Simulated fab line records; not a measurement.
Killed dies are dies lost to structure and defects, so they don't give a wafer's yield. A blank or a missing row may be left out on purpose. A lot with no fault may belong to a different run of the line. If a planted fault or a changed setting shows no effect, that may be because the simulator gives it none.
fab line records	flow n5Finfet
record lots=24	wafers=72	lastDay=17
route steps=1938 shown BEOL_M2@914 BEOL_M3@966
lots that met no fault: from a run of the same line without faults
startH: hours from the record's opening day to when the first of the lot's shown wafers began	waitH: hours since the lot's step before	" as in the row above	L1.1+2: a single row standing in for several wafers	- either no value or no given start	* or withheld: withheld	< > ~ a bound
route shown NAME@n: NAME is a module with steps in the file, n the number in the route of the first one	usual: mean/standard deviation taken from wafers without a fault	same: alike in all rows	chamber/n: place in a boat	sites: each site's reading	_std_site: the values' standard deviation	_edge_site: the outer-site mean with the inner-site mean subtracted	radiusMm: how far each site lies from the wafer's centre	mask NAME#n: copy n	behind: tool/chamber where the wafer was last shaped	hold: what put the lot on hold/how long, in hours/how the hold closed	device: which transistor (n, p or np) failed to switch	end of line: tests run on the same wafers once the route is complete	a step with no rows: only its recipe	killed: the dies lost at the first sort to structure and to defects; this is not the yield of the wafer	map: shows each die of a wafer: x if killed, . if not, _ if none is there
set.NAME: the run value of the setting; set.NAME@STEP: its run value at that earlier step	model.NAME: the simulator's own value behind a step, which no gauge read
a sample of lots followed through the steps of the route, with each step as a table and each wafer as a row
services: when a tool's chamber went out of use (startH, in hours from the record's first day, below 0 if earlier), for how many hours, and the reason
## steps
# step N5_BEOL_M2_SPUTTER_90
# recipe material=Cu	targetThkA=45	tempC=-20	chamberPressurePa=0.07	powerW=withheld	timeS=8.29
# usual throttleValvePct=29.9/1.1
lot.wafer	tool	chamber	startH	waitH	throttleValvePct
L074.2	pvdSputter-01	-	141.77	0.1	31.1
L074.3	"	-	"	"	30.6
L074.4	"	-	"	"	28.8
L075.1	pvdSputter-02	-	141.93	0.1	27.8
L075.5	"	-	"	"	29.1
L075.6	"	-	"	"	27.6
L076.3	pvdSputter-01	-	145.96	0.1	29.6
L076.4	"	-	"	"	29.1
L076.6	"	-	"	"	31.0
L077.3	pvdSputter-03	-	162.26	0.1	30.3
L077.4	"	-	"	"	29.8
L077.6	"	-	"	"	28.5
L079.2	pvdSputter-02	-	168.79	0.1	32.0
L079.4	"	-	"	"	27.8
L079.6	"	-	"	"	27.9
L078.1	pvdSputter-01	-	169.02	0.1	29.3
L078.5	"	-	"	"	30.8
L078.6	"	-	"	"	30.3
L080.4	pvdSputter-03	-	189.25	0.1	29.8
L080.5	"	-	"	"	30.2
L080.6	"	-	"	"	30.0
L081.1	pvdSputter-01	-	189.37	0.1	30.8
L081.2	"	-	"	"	28.9
L081.5	"	-	"	"	29.2
L083.1	pvdSputter-02	-	193.28	0.1	32.3
L083.3	"	-	"	"	29.1
L083.5	"	-	"	"	32.2
L082.1	pvdSputter-03	-	196.79	0.1	29.9
L082.3	"	-	"	"	30.4
L082.5	"	-	"	"	28.6
L084.3	pvdSputter-01	-	198.40	0.1	30.6
L084.4	"	-	"	"	29.4
L084.5	"	-	"	"	30.5
L085.1	pvdSputter-01	-	201.69	0.1	31.0
L085.4	"	-	"	"	30.7
L085.5	"	-	"	"	30.9
L088.2	pvdSputter-01	-	216.99	0.1	31.3
L088.4	"	-	"	"	29.2
L088.6	"	-	"	"	30.7
L086.2	pvdSputter-03	-	222.35	0.1	30.2
L086.5	"	-	"	"	29.8
L086.6	"	-	"	"	29.9
L087.1	pvdSputter-01	-	226.30	0.1	30.5
L087.4	"	-	"	"	29.0
L087.5	"	-	"	"	31.2
L089.2	pvdSputter-01	-	235.46	0.1	29.2
L089.4	"	-	"	"	31.1
L089.6	"	-	"	"	30.6
L090.3	pvdSputter-01	-	237.90	0.1	29.3
L090.5	"	-	"	"	30.6
L090.6	"	-	"	"	31.2
L092.3	pvdSputter-02	-	243.61	0.1	27.6
L092.4	"	-	"	"	29.4
L092.5	"	-	"	"	30.5
L091.1	pvdSputter-01	-	243.66	0.1	30.4
L091.2	"	-	"	"	29.5
L091.6	"	-	"	"	31.1
L093.2	pvdSputter-02	-	255.27	0.1	32.3
L093.4	"	-	"	"	30.4
L093.5	"	-	"	"	27.7
L095.1	pvdSputter-02	-	257.19	0.1	30.4
L095.4	"	-	"	"	32.2
L095.5	"	-	"	"	30.4
L094.1	pvdSputter-03	-	261.08	0.1	28.6
L094.2	"	-	"	"	29.9
L094.4	"	-	"	"	30.2
L096.1	pvdSputter-01	-	277.22	0.1	29.0
L096.2	"	-	"	"	30.9
L096.3	"	-	"	"	29.4
L097.1	pvdSputter-01	-	285.23	0.1	29.4
L097.2	"	-	"	"	29.0
L097.6	"	-	"	"	29.0
# step N5_BEOL_M2_SPUTTER_94
# recipe material=Cu	targetThkA=45	tempC=-20	chamberPressurePa=0.07	powerW=withheld	timeS=8.29
# usual throttleValvePct=29.9/1.1
lot.wafer	tool	chamber	startH	waitH	throttleValvePct
L074.2	pvdSputter-01	-	142.21	0.1	31.0
L074.3	"	-	"	"	30.8
L074.4	"	-	"	"	29.2
L075.1	pvdSputter-02	-	142.37	0.1	27.9
L075.5	"	-	"	"	29.0
L075.6	"	-	"	"	27.6
L076.3	pvdSputter-01	-	146.40	0.1	29.4
L076.4	"	-	"	"	28.9
L076.6	"	-	"	"	31.0
L077.3	pvdSputter-03	-	162.70	0.1	30.0
L077.4	"	-	"	"	29.8
L077.6	"	-	"	"	28.5
L079.2	pvdSputter-02	-	169.23	0.1	32.2
L079.4	"	-	"	"	27.7
L079.6	"	-	"	"	27.9
L078.1	pvdSputter-01	-	169.50	0.1	29.3
L078.5	"	-	"	"	31.3
L078.6	"	-	"	"	30.5
L080.4	pvdSputter-03	-	189.69	0.1	30.0
L080.5	"	-	"	"	29.8
L080.6	"	-	"	"	30.0
L081.1	pvdSputter-01	-	189.85	0.1	30.8
L081.2	"	-	"	"	29.3
L081.5	"	-	"	"	29.0
L083.1	pvdSputter-02	-	193.72	0.1	32.2
L083.3	"	-	"	"	29.0
L083.5	"	-	"	"	32.1
L082.1	pvdSputter-03	-	197.23	0.1	29.9
L082.3	"	-	"	"	30.0
L082.5	"	-	"	"	28.3
L084.3	pvdSputter-01	-	198.84	0.1	30.5
L084.4	"	-	"	"	29.3
L084.5	"	-	"	"	30.6
L085.1	pvdSputter-01	-	202.13	0.1	30.7
L085.4	"	-	"	"	30.6
L085.5	"	-	"	"	31.0
L088.2	pvdSputter-01	-	217.43	0.1	30.9
L088.4	"	-	"	"	29.7
L088.6	"	-	"	"	30.5
L086.2	pvdSputter-03	-	222.79	0.1	30.4
L086.5	"	-	"	"	30.1
L086.6	"	-	"	"	29.9
L087.1	pvdSputter-01	-	226.74	0.1	30.7
L087.4	"	-	"	"	29.0
L087.5	"	-	"	"	31.0
L089.2	pvdSputter-01	-	235.90	0.1	29.3
L089.4	"	-	"	"	31.1
L089.6	"	-	"	"	30.5
L090.3	pvdSputter-01	-	238.34	0.1	29.5
L090.5	"	-	"	"	30.6
L090.6	"	-	"	"	31.1
L092.3	pvdSputter-02	-	244.05	0.1	27.8
L092.4	"	-	"	"	29.3
L092.5	"	-	"	"	31.1
L091.1	pvdSputter-01	-	244.10	0.1	30.7
L091.2	"	-	"	"	29.5
L091.6	"	-	"	"	31.2
L093.2	pvdSputter-02	-	255.71	0.1	32.3
L093.4	"	-	"	"	30.5
L093.5	"	-	"	"	27.9
L095.1	pvdSputter-02	-	257.63	0.1	30.7
L095.4	"	-	"	"	32.1
L095.5	"	-	"	"	30.6
L094.1	pvdSputter-03	-	261.52	0.1	28.7
L094.2	"	-	"	"	30.3
L094.4	"	-	"	"	30.0
L096.1	pvdSputter-01	-	277.66	0.1	29.0
L096.2	"	-	"	"	31.1
L096.3	"	-	"	"	29.4
L097.1	pvdSputter-01	-	285.67	0.1	29.5
L097.2	"	-	"	"	29.3
L097.6	"	-	"	"	29.0
# step N5_BEOL_M2_ANNEAL_51
# recipe tempC=225	timeS=90	ambient=N2
# usual wafer_temp_C_max=225.80/0.22
lot.wafer	tool	chamber	startH	waitH	wafer_temp_C_max
L074.2	rtpAnneal-01	0	142.67	0.1	225.80
L074.3	"	0	"	"	225.86
L074.4	"	0	"	"	225.72
L075.1	rtpAnneal-01	0	143.07	0.3	226.35
L075.5	"	0	"	"	226.08
L075.6	"	0	"	"	226.05
L076.3	rtpAnneal-01	0	146.90	0.1	225.60
L076.4	"	0	"	"	225.86
L076.6	"	0	"	"	225.29
L077.3	rtpAnneal-01	0	163.21	0.1	226.05
L077.4	"	0	"	"	225.77
L077.6	"	0	"	"	225.71
L079.2	rtpAnneal-02	0	170.02	0.4	225.48
L079.4	"	0	"	"	225.57
L079.6	"	0	"	"	225.56
L078.1	rtpAnneal-01	0	170.26	0.4	225.63
L078.5	"	0	"	"	225.94
L078.6	"	0	"	"	226.07
L080.4	rtpAnneal-02	0	190.24	0.2	225.50
L080.5	"	0	"	"	225.91
L080.6	"	0	"	"	225.69
L081.1	rtpAnneal-01	0	190.29	0.1	225.89
L081.2	"	0	"	"	225.83
L081.5	"	0	"	"	225.84
L083.1	rtpAnneal-02	0	194.14	0.1	225.48
L083.3	"	0	"	"	225.61
L083.5	"	0	"	"	225.84
L082.1	rtpAnneal-02	0	197.68	0.1	225.86
L082.3	"	0	"	"	225.71
L082.5	"	0	"	"	225.63
L084.3	rtpAnneal-02	0	199.34	0.1	225.92
L084.4	"	0	"	"	225.86
L084.5	"	0	"	"	225.78
L085.1	rtpAnneal-01	0	202.55	0.1	225.56
L085.4	"	0	"	"	225.39
L085.5	"	0	"	"	225.48
L088.2	rtpAnneal-02	0	217.89	0.1	225.75
L088.4	"	0	"	"	225.77
L088.6	"	0	"	"	225.55
L086.2	rtpAnneal-02	0	223.25	0.1	225.97
L086.5	"	0	"	"	225.63
L086.6	"	0	"	"	225.93
L087.1	rtpAnneal-02	0	227.15	0.1	225.77
L087.4	"	0	"	"	225.82
L087.5	"	0	"	"	226.45
L089.2	rtpAnneal-01	0	236.36	0.1	226.16
L089.4	"	0	"	"	225.99
L089.6	"	0	"	"	226.40
L090.3	rtpAnneal-01	0	238.85	0.1	225.92
L090.5	"	0	"	"	225.75
L090.6	"	0	"	"	225.91
L091.1	rtpAnneal-02	0	244.52	0.1	225.56
L091.2	"	0	"	"	225.78
L091.6	"	0	"	"	225.76
L092.3	rtpAnneal-01	0	244.56	0.1	225.91
L092.4	"	0	"	"	225.63
L092.5	"	0	"	"	225.49
L093.2	rtpAnneal-02	0	256.17	0.1	225.62
L093.4	"	0	"	"	226.02
L093.5	"	0	"	"	225.62
L095.1	rtpAnneal-02	0	258.05	0.1	225.56
L095.4	"	0	"	"	225.80
L095.5	"	0	"	"	225.81
L094.1	rtpAnneal-02	0	261.94	0.1	225.70
L094.2	"	0	"	"	225.64
L094.4	"	0	"	"	225.85
L096.1	rtpAnneal-01	0	278.08	0.1	225.81
L096.2	"	0	"	"	225.74
L096.3	"	0	"	"	225.91
L097.1	rtpAnneal-01	0	286.09	0.1	225.86
L097.2	"	0	"	"	225.89
L097.6	"	0	"	"	226.02
# step N5_BEOL_M3_CD_MEAS_28
# recipe targetCdNm=25.7	landingEnergyEv=500	detector=seInlens	targetCdYNm=23.3	polarity=opening
# usual cdNm=25.81/0.24
lot.wafer	tool	chamber	startH	waitH	cdNm
L074.2	cdSem-01	0	145.26	-	26.42
L074.3	"	0	"	"	26.32
L074.4	"	0	"	"	25.61
L075.1	cdSem-01	0	149.06	-	25.79
L075.5	"	0	"	"	26.01
L075.6	"	0	"	"	25.89
L076.3	cdSem-02	0	149.85	-	26.13
L076.4	"	0	"	"	25.88
L076.6	"	0	"	"	25.91
L077.3	cdSem-03	0	166.17	-	26.00
L077.4	"	0	"	"	25.42
L077.6	"	0	"	"	25.77
L079.2	cdSem-03	0	176.00	-	25.76
L079.4	"	0	"	"	26.19
L079.6	"	0	"	"	26.14
L078.1	cdSem-01	0	176.17	-	25.42
L078.5	"	0	"	"	25.35
L078.6	"	0	"	"	25.40
L080.4	cdSem-02	0	192.93	-	25.88
L080.5	"	0	"	"	26.11
L080.6	"	0	"	"	25.77
L081.1	cdSem-02	0	193.04	-	25.38
L081.2	"	0	"	"	25.95
L081.5	"	0	"	"	25.69
L083.1	cdSem-03	0	196.77	-	25.68
L083.3	"	0	"	"	25.47
L083.5	"	0	"	"	26.02
L082.1	cdSem-03	0	200.56	-	25.54
L082.3	"	0	"	"	25.60
L082.5	"	0	"	"	25.87
L084.3	cdSem-03	0	201.88	-	25.88
L084.4	"	0	"	"	25.17
L084.5	"	0	"	"	25.90
L085.1	cdSem-02	0	206.34	-	25.82
L085.4	"	0	"	"	25.54
L085.5	"	0	"	"	25.49
L088.2	cdSem-03	0	221.36	-	25.86
L088.4	"	0	"	"	25.43
L088.6	"	0	"	"	25.59
L086.2	cdSem-01	0	225.91	-	25.84
L086.5	"	0	"	"	25.92
L086.6	"	0	"	"	26.07
L087.1	cdSem-02	0	232.00	-	25.87
L087.4	"	0	"	"	25.71
L087.5	"	0	"	"	26.14
L089.2	cdSem-02	0	240.36	-	26.27
L089.4	"	0	"	"	25.53
L089.6	"	0	"	"	25.89
L090.3	cdSem-02	0	243.05	-	25.71
L090.5	"	0	"	"	25.70
L090.6	"	0	"	"	25.80
L092.3	cdSem-03	0	247.21	-	25.88
L092.4	"	0	"	"	25.48
L092.5	"	0	"	"	26.06
L091.1	cdSem-01	0	247.48	-	25.60
L091.2	"	0	"	"	26.13
L091.6	"	0	"	"	25.50
L093.2	cdSem-01	0	260.23	-	26.05
L093.4	"	0	"	"	26.04
L093.5	"	0	"	"	25.78
L095.1	cdSem-03	0	260.93	-	25.90
L095.4	"	0	"	"	25.65
L095.5	"	0	"	"	25.67
L094.1	cdSem-02	0	264.75	-	25.87
L094.2	"	0	"	"	25.96
L094.4	"	0	"	"	25.94
L096.1	cdSem-03	0	282.77	-	25.44
L096.2	"	0	"	"	25.51
L096.3	"	0	"	"	25.58
L097.1	cdSem-02	0	292.05	-	25.92
L097.2	"	0	"	"	25.43
L097.6	"	0	"	"	25.95
# step N5_BEOL_M3_DESCUM_33
# recipe chemistry=O2	timeS=7	sourcePowerW=50	biasPowerW=20	pressureMtorr=20	rfFrequencyHz=2.712e+07	tempC=40	resist=CAR-EUV	o2FlowSccm=225
# usual drypumpMotorCurrentA=5.8/0.5	oesProductAu=0.79/0.059	rfVppV=242.9/1.1	showerheadPlenumPTorr=2.09/0.046	throttleValvePct=20.41/0.23
lot.wafer	tool	chamber	startH	waitH	drypumpMotorCurrentA	oesProductAu	rfHoursCounterH	rfVppV	showerheadPlenumPTorr	throttleValvePct
L074.2	rieDiel-05	2	145.39	0.0	5.9	0.83	87	244.7	2.13	20.23
L074.3	"	0	"	"	5.9	0.73	215	243.0	2.05	20.26
L074.4	"	2	"	"	5.9	0.82	-	243.7	2.13	20.23
L075.1	rieDiel-05	1	149.50	0.4	5.7	0.75	152	244.6	2.17	20.19
L075.5	"	3	"	"	6.4	0.85	-	242.7	2.06	20.73
L075.6	"	2	"	"	5.8	0.82	-	242.4	2.13	20.23
L076.3	rieDiel-03	0	149.97	0.0	5.3	0.84	69	242.3	2.05	20.45
L076.4	"	2	"	"	5.8	0.71	223	243.9	2.17	20.55
L076.6	"	0	"	"	5.3	0.84	-	242.1	2.05	20.45
L077.3	rieDiel-02	1	166.29	0.0	5.7	0.81	87	240.8	2.02	20.25
L077.4	"	3	"	"	5.4	0.75	157	243.5	2.09	20.65
L077.6	"	2	"	"	6.4	0.72	-	244.8	2.12	20.76
L079.2	rieDiel-02	3	176.12	0.0	5.4	0.77	161	244.0	2.09	20.65
L079.4	"	1	"	"	5.7	0.81	90	243.1	2.02	20.28
L079.6	"	0	"	"	5.4	0.87	-	242.7	2.07	20.10
L078.1	rieDiel-03	2	176.30	0.0	5.7	0.70	230	242.2	2.17	20.56
L078.5	"	2	"	"	5.7	0.70	-	244.2	2.17	20.56
L078.6	"	3	"	"	6.6	0.83	-	243.7	2.12	20.27
L080.4	rieDiel-05	1	193.05	0.0	5.6	0.73	165	244.9	2.16	20.23
L080.5	"	2	"	"	5.9	0.81	-	245.1	2.12	20.26
L080.6	"	1	"	"	5.7	0.74	-	244.0	2.16	20.22
L081.1	rieDiel-05	3	193.17	0.0	6.4	0.83	89	241.0	2.05	20.75
L081.2	"	0	"	"	5.9	0.73	225	242.0	2.04	20.26
L081.5	"	3	"	"	6.4	0.83	-	242.1	2.05	20.74
L083.1	rieDiel-02	1	196.89	0.0	5.7	0.81	97	242.2	2.02	20.30
L083.3	"	0	"	"	5.4	0.86	52	241.8	2.07	20.09
L083.5	"	2	"	"	6.4	0.72	-	242.1	2.12	20.77
L082.1	rieDiel-05	2	200.72	0.1	5.9	0.82	106	241.9	2.12	20.27
L082.3	"	1	"	"	5.7	0.73	167	245.1	2.16	20.21
L082.5	"	2	"	"	5.9	0.81	-	242.3	2.12	20.25
L084.3	rieDiel-03	1	202.01	0.0	4.8	0.89	-	243.0	2.14	20.19
L084.4	"	3	"	"	6.6	0.82	-	243.8	2.12	20.29
L084.5	"	3	"	"	6.6	0.81	-	243.3	2.12	20.31
L085.1	rieDiel-02	3	206.46	0.0	5.4	0.76	171	241.5	2.09	20.68
L085.4	"	2	"	"	6.4	0.71	172	243.4	2.12	20.76
L085.5	"	0	"	"	5.4	0.87	-	241.6	2.07	20.08
L088.2	rieDiel-02	2	221.67	0.2	6.5	0.71	175	243.2	2.12	20.78
L088.4	"	1	"	"	5.7	0.80	103	243.3	2.02	20.28
L088.6	"	2	"	"	6.4	0.70	-	243.0	2.12	20.79
L086.2	rieDiel-02	0	226.18	0.2	5.4	0.86	62	242.2	2.07	20.11
L086.5	"	0	"	"	5.4	0.85	-	243.5	2.07	20.11
L086.6	"	1	"	"	5.7	0.78	-	243.1	2.02	20.29
L087.1	rieDiel-02	0	232.13	0.0	5.4	0.86	63	242.3	2.07	20.13
L087.4	"	1	"	"	5.7	0.79	106	242.2	2.02	20.28
L087.5	"	2	"	"	6.4	0.70	-	241.6	2.12	20.78
L089.2	rieDiel-02	2	240.48	0.0	6.4	0.71	181	243.3	2.11	20.78
L089.4	"	3	"	"	5.4	0.74	180	243.5	2.08	20.67
L089.6	"	0	"	"	5.4	0.85	-	242.4	2.07	20.10
L090.3	rieDiel-02	1	243.17	0.0	5.7	0.79	110	241.3	2.01	20.31
L090.5	"	3	"	"	5.4	0.74	-	241.8	2.08	20.68
L090.6	"	2	"	"	6.4	0.71	-	243.7	2.11	20.79
L092.3	rieDiel-03	3	247.33	0.0	6.6	0.80	108	243.3	2.12	20.29
L092.4	"	2	"	"	5.8	0.69	245	244.0	2.16	20.57
L092.5	"	0	"	"	5.3	0.81	-	242.4	2.04	20.50
L091.1	rieDiel-05	3	247.81	0.2	6.4	0.81	103	241.5	2.05	20.78
L091.2	"	0	"	"	5.8	0.70	243	243.7	2.04	20.30
L091.6	"	1	"	"	5.6	0.72	-	244.1	2.16	20.25
L093.2	rieDiel-02	3	260.36	0.0	5.4	0.73	186	243.0	2.08	20.68
L093.4	"	1	"	"	5.7	0.77	114	242.0	2.01	20.30
L093.5	"	2	"	"	6.4	0.70	-	242.5	2.11	20.80
L095.1	rieDiel-03	1	261.05	0.0	4.8	0.86	41	243.8	2.13	20.24
L095.4	"	0	"	"	5.3	0.80	103	241.6	2.04	20.49
L095.5	"	1	"	"	4.8	0.87	-	244.5	2.13	20.24
L094.1	rieDiel-03	0	264.88	0.0	5.3	0.81	104	240.7	2.04	20.51
L094.2	"	3	"	"	6.6	0.79	114	242.6	2.11	20.31
L094.4	"	1	"	"	4.8	0.87	-	243.7	2.13	20.25
L096.1	rieDiel-02	2	282.89	0.0	6.5	0.69	192	243.0	2.11	20.80
L096.2	"	1	"	"	5.7	0.77	120	239.7	2.01	20.31
L096.3	"	0	"	"	5.4	0.83	77	242.0	2.06	20.13
L097.1	rieDiel-02	1	292.65	0.5	5.7	0.77	122	242.7	2.01	20.32
L097.2	"	2	"	"	6.4	0.69	195	241.9	2.11	20.81
L097.6	"	2	"	"	6.4	0.69	-	244.0	2.11	20.82
# step N5_BEOL_M3_STRIP_36
# recipe chemistry=N2/H2	powerW=450	tempC=40	pressureMtorr=20	rfFrequencyHz=6e+07	overashFraction=0.3	biasPowerW=7	h2Frac=0.5	n2FlowSccm=200	h2FlowSccm=200
# usual drypumpMotorCurrentA=5.7/0.53	oesProductAu=0.79/0.064	rfVppV=59.1/1.5	showerheadPlenumPTorr=2.52/0.051	throttleValvePct=23.6/0.32
lot.wafer	tool	chamber	startH	waitH	drypumpMotorCurrentA	oesProductAu	rfHoursCounterH	rfVppV	showerheadPlenumPTorr	throttleValvePct
L074.2	rieDiel-05	2	152.31	0.0	5.9	0.82	89	60.5	2.55	23.1
L074.3	"	1	"	"	5.6	0.75	152	57.0	2.62	23.2
L074.4	"	0	"	"	5.9	0.71	216	56.9	2.51	23.7
L075.1	rieDiel-02	3	152.45	0.0	5.4	0.76	153	60.0	2.56	24.2
L075.5	"	3	"	"	5.4	0.76	-	59.1	2.56	24.2
L075.6	"	2	"	"	6.4	0.73	-	60.3	2.52	23.5
L076.3	rieDiel-02	0	154.99	0.0	5.4	0.91	40	57.8	2.51	23.4
L076.4	"	1	"	"	5.7	0.82	84	58.2	2.45	23.8
L076.6	"	2	"	"	6.5	0.73	-	62.0	2.52	23.5
L078.1	rieDiel-02	3	178.45	0.0	5.4	0.76	161	59.6	2.56	24.2
L078.5	"	1	"	"	5.7	0.81	-	58.1	2.45	23.7
L078.6	"	0	"	"	5.4	0.88	-	57.9	2.50	23.4
L077.3	rieDiel-02	2	178.90	0.0	6.4	0.72	162	59.4	2.52	23.5
L077.4	"	3	"	"	5.4	0.75	162	62.6	2.56	24.2
L077.6	"	2	"	"	6.5	0.72	-	58.6	2.52	23.5
L079.2	rieDiel-02	2	183.49	0.0	6.5	0.72	164	60.9	2.52	23.5
L079.4	"	3	"	"	5.4	0.76	163	60.0	2.56	24.2
L079.6	"	2	"	"	6.4	0.72	-	59.5	2.52	23.5
L080.4	rieDiel-05	1	194.12	0.0	5.7	0.74	165	59.9	2.61	23.3
L080.5	"	2	"	"	5.8	0.81	-	60.1	2.54	23.1
L080.6	"	1	"	"	5.7	0.74	-	59.2	2.61	23.3
L081.1	rieDiel-03	0	194.34	0.0	5.3	0.83	84	60.6	2.47	23.8
L081.2	"	1	"	"	4.8	0.91	21	57.4	2.60	23.3
L081.5	"	0	"	"	5.3	0.84	-	59.3	2.47	23.7
L083.1	rieDiel-02	2	199.14	0.0	6.4	0.72	169	60.0	2.51	23.5
L083.3	"	3	"	"	5.4	0.75	168	60.1	2.56	24.2
L083.5	"	1	"	"	5.7	0.80	-	60.5	2.45	23.8
L082.1	rieDiel-03	2	206.83	0.0	5.8	0.70	234	59.8	2.60	23.5
L082.3	"	3	"	"	6.6	0.82	97	61.3	2.56	23.6
L082.5	"	0	"	"	5.3	0.83	-	61.7	2.46	23.8
L084.3	rieDiel-02	3	209.93	0.0	5.4	0.75	171	58.5	2.56	24.2
L084.4	"	1	"	"	5.7	0.79	101	57.4	2.45	23.8
L084.5	"	3	"	"	5.4	0.75	-	59.4	2.56	24.1
L085.1	rieDiel-02	2	214.76	0.0	6.4	0.71	173	60.4	2.51	23.5
L085.4	"	0	"	"	5.3	0.86	58	60.7	2.50	23.4
L085.5	"	3	"	"	5.4	0.75	-	57.5	2.55	24.2
L088.2	rieDiel-03	3	227.05	0.0	6.7	0.82	102	56.6	2.56	23.6
L088.4	"	2	"	"	5.7	0.69	239	59.4	2.60	23.5
L088.6	"	0	"	"	5.3	0.82	-	60.0	2.46	23.8
L086.2	rieDiel-05	1	231.42	0.0	5.7	0.73	178	59.1	2.61	23.3
L086.5	"	1	"	"	5.7	0.73	-	60.5	2.61	23.3
L086.6	"	0	"	"	5.9	0.72	-	58.1	2.50	23.8
L087.1	rieDiel-02	3	236.73	0.0	5.4	0.74	179	58.6	2.55	24.2
L087.4	"	2	"	"	6.4	0.71	180	59.9	2.51	23.5
L087.5	"	2	"	"	6.5	0.70	-	59.0	2.51	23.6
L090.3	rieDiel-02	0	244.52	0.0	5.4	0.87	67	57.8	2.49	23.3
L090.5	"	1	"	"	5.7	0.79	-	59.1	2.44	23.7
L090.6	"	0	"	"	5.4	0.86	-	58.8	2.49	23.4
L089.2	rieDiel-02	1	247.72	0.0	5.7	0.77	111	59.4	2.44	23.8
L089.4	"	2	"	"	6.5	0.71	183	60.4	2.51	23.5
L089.6	"	2	"	"	6.4	0.71	-	57.1	2.51	23.6
L092.3	rieDiel-03	1	249.13	0.0	4.8	0.87	37	59.7	2.60	23.4
L092.4	"	0	"	"	5.3	0.81	99	57.4	2.46	23.8
L092.5	"	3	"	"	6.6	0.81	-	58.8	2.56	23.7
L091.1	rieDiel-03	3	250.62	0.0	6.6	0.80	110	59.2	2.56	23.6
L091.2	"	1	"	"	4.8	0.88	38	60.1	2.60	23.4
L091.6	"	1	"	"	4.8	0.87	-	58.0	2.60	23.4
L093.2	rieDiel-03	1	262.77	0.0	4.8	0.85	42	57.9	2.59	23.3
L093.4	"	0	"	"	5.4	0.81	-	55.9	2.46	23.8
L093.5	"	1	"	"	4.8	0.86	-	60.5	2.59	23.4
L095.1	rieDiel-02	2	265.72	0.0	6.4	0.70	188	59.5	2.51	23.5
L095.4	"	0	"	"	5.4	0.83	73	58.5	2.49	23.4
L095.5	"	2	"	"	6.5	0.69	-	58.4	2.51	23.5
L094.1	rieDiel-02	3	276.18	0.0	5.4	0.73	190	56.6	2.55	24.2
L094.2	"	0	"	"	5.4	0.85	75	57.7	2.49	23.4
L094.4	"	1	"	"	5.7	0.78	118	61.0	2.44	23.8
L096.1	rieDiel-03	3	289.40	0.0	6.6	0.79	122	59.5	2.55	23.6
L096.2	"	2	"	"	5.7	0.98	1	61.2	2.59	23.2
L096.3	"	0	"	"	5.3	0.80	112	58.7	2.46	23.8
L097.1	rieDiel-05	3	293.11	0.0	6.4	0.79	120	58.6	2.46	24.2
L097.2	"	1	"	"	5.6	0.69	200	58.8	2.60	23.3
L097.6	"	3	"	"	6.4	0.81	-	57.9	2.46	24.2
## services
tool	chamber	startH	hours	kind
rieDiel-02	3	119.31	7.9	repair
rieDiel-05	-	122.19	0.2	repair
rieDiel-05	3	129.67	16.7	repair
pvdSputter-01	-	150.27	1.8	repair
rieDiel-05	-	159.80	1.1	repair
rieDiel-03	2	189.48	14.7	repair
rieDiel-02	-	249.58	2.8	pm
rieDiel-03	2	261.75	-	clean
rieDiel-03	2	261.75	-	consumableReplace:focusRing
rieDiel-03	2	261.75	24.2	scheduledDown
rieDiel-03	2	261.75	24.2	ventCycle
rieDiel-05	0	269.66	-	clean
rieDiel-05	0	269.66	-	consumableReplace:focusRing
rieDiel-05	0	269.66	24.8	scheduledDown
rieDiel-05	0	269.66	24.8	ventCycle
## key
fault none
